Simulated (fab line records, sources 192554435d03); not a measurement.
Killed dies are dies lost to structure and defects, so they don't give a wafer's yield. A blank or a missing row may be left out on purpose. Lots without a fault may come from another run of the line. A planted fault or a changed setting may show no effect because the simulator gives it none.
Split-lot experiment | flow n5_finfet | 7 lots, 21 wafers read, on a route of 1938 steps

THE SPLIT
At N5_BEOL_M3_ETCH_70 (etches SOC in N2/H2, target depth 80 nm, overetch 16 nm, time 120 s), the setting time_s was moved away from the recipe's 120 s on 4 of the 21 wafers read, by -15.2% to +18.7%. The other wafers ran this setting at the recipe's value.

The reading is taken at the split's own step.

THE READING
SiARC_of_BEOL_M3_COAT_68.thk_nm (the simulator's own value, which no gauge read), in nm, at N5_BEOL_M3_ETCH_70 (etches SOC in N2/H2, target depth 80 nm, overetch 16 nm, time 120 s). The file gives no usual value for it. The 17 wafers here that ran the recipe average 6.4 nm, standard deviation 0.19 nm.

wafer  | tool, chamber at the split | time_s as run, s | against the recipe | SiARC_of_BEOL_M3_COAT_68.thk_nm, nm | against lot-mates on the recipe
L080.1 | rie_diel-01, 1             | 120              | recipe             | 6                                   | -
L080.5 | rie_diel-01, 0             | 120              | recipe             | 6.4                                 | -
L080.6 | rie_diel-01, 3             | 101.8            | -15.2%             | 7.4                                 | +1.2
L078.3 | rie_diel-01, 2             | 120              | recipe             | 6.4                                 | -
L078.6 | rie_diel-01, 2             | 120              | recipe             | 6.4                                 | -
L078.4 | rie_diel-01, 1             | 120              | recipe             | 6                                   | -
L085.1 | rie_diel-06, 2,2,3         | 120              | recipe             | 6.6                                 | -
L085.4 | rie_diel-06, 2,2,3         | 120              | recipe             | 6.6                                 | -
L085.5 | rie_diel-06, 2,2,3         | 120              | recipe             | 6.6                                 | -
L086.3 | rie_diel-01, 2,3           | 120              | recipe             | 6.6                                 | -
L086.5 | rie_diel-01, 2,3           | 120              | recipe             | 6.6                                 | -
L086.6 | rie_diel-01, 0             | 120              | recipe             | 6.4                                 | -
L091.2 | rie_diel-01, 0             | 142.4            | +18.7%             | 5.4                                 | -1.2
L091.3 | rie_diel-01, 2             | 120              | recipe             | 6.6                                 | -
L091.5 | rie_diel-01, 1             | 142.4            | +18.7%             | 4.8                                 | -1.8
L094.3 | rie_diel-05, 3             | 120              | recipe             | 6.6                                 | -
L094.5 | rie_diel-05, 1,0           | 120              | recipe             | 6.4                                 | -
L094.6 | rie_diel-05, 1,0           | 120              | recipe             | 6.4                                 | -
L095.3 | rie_diel-01, 3             | 140.3            | +16.9%             | 5.6                                 | -0.9
L095.4 | rie_diel-01, 2             | 120              | recipe             | 6.6                                 | -
L095.6 | rie_diel-01, 0             | 120              | recipe             | 6.4                                 | -
Where a row lists several chambers, the file gives one row for several wafers and doesn't say which wafer went through which chamber.

THE FIT
A straight line over all 21 wafers: SiARC_of_BEOL_M3_COAT_68.thk_nm changes by -0.0651 nm for each +1% of time_s; r = -0.92; the points scatter about the line by 0.22 nm.
The same after taking each lot's own level away (the mean of its wafers on the recipe; 21 wafers): -0.074 nm for each +1%; r = -0.96; scatter 0.18 nm.
On that fit, the largest move of time_s shifts the reading by 1.4 nm.
The lots' own levels span 6.20 to 6.60 nm, that is 2.1 times the standard deviation above.
So the lot-to-lot level changes the slope: the two fits differ.
Check: with one of the wafers moved furthest among these (+18.7%) left out of the fit, the line predicts -1.44 nm for it against its lot-mates. It came out at -1.2 nm against them.

OTHER SPLITS ON THESE WAFERS
These wafers also went through other splits before the reading. Each is held against what the fit with the lots' levels taken away leaves over:
other split on the same wafers   | wafers away from the commonest value | r with SiARC_of_BEOL_M3_COAT_68.thk_nm (lot level and that fit taken away)
N5_BEOL_M0_SAQP_ETCH_88 source_w | 3                                    | -0.16
N5_BEOL_M1_PECVD_72 time_s       | 9                                    | +0.40
N5_BEOL_M3_EXPOSE_25 dose_mj     | 7                                    | +0.15

THE FILE'S OWN FIT
SiARC_of_BEOL_M3_COAT_68.thk_nm changes by -0.071 nm for each +1% of time_s, r = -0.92.
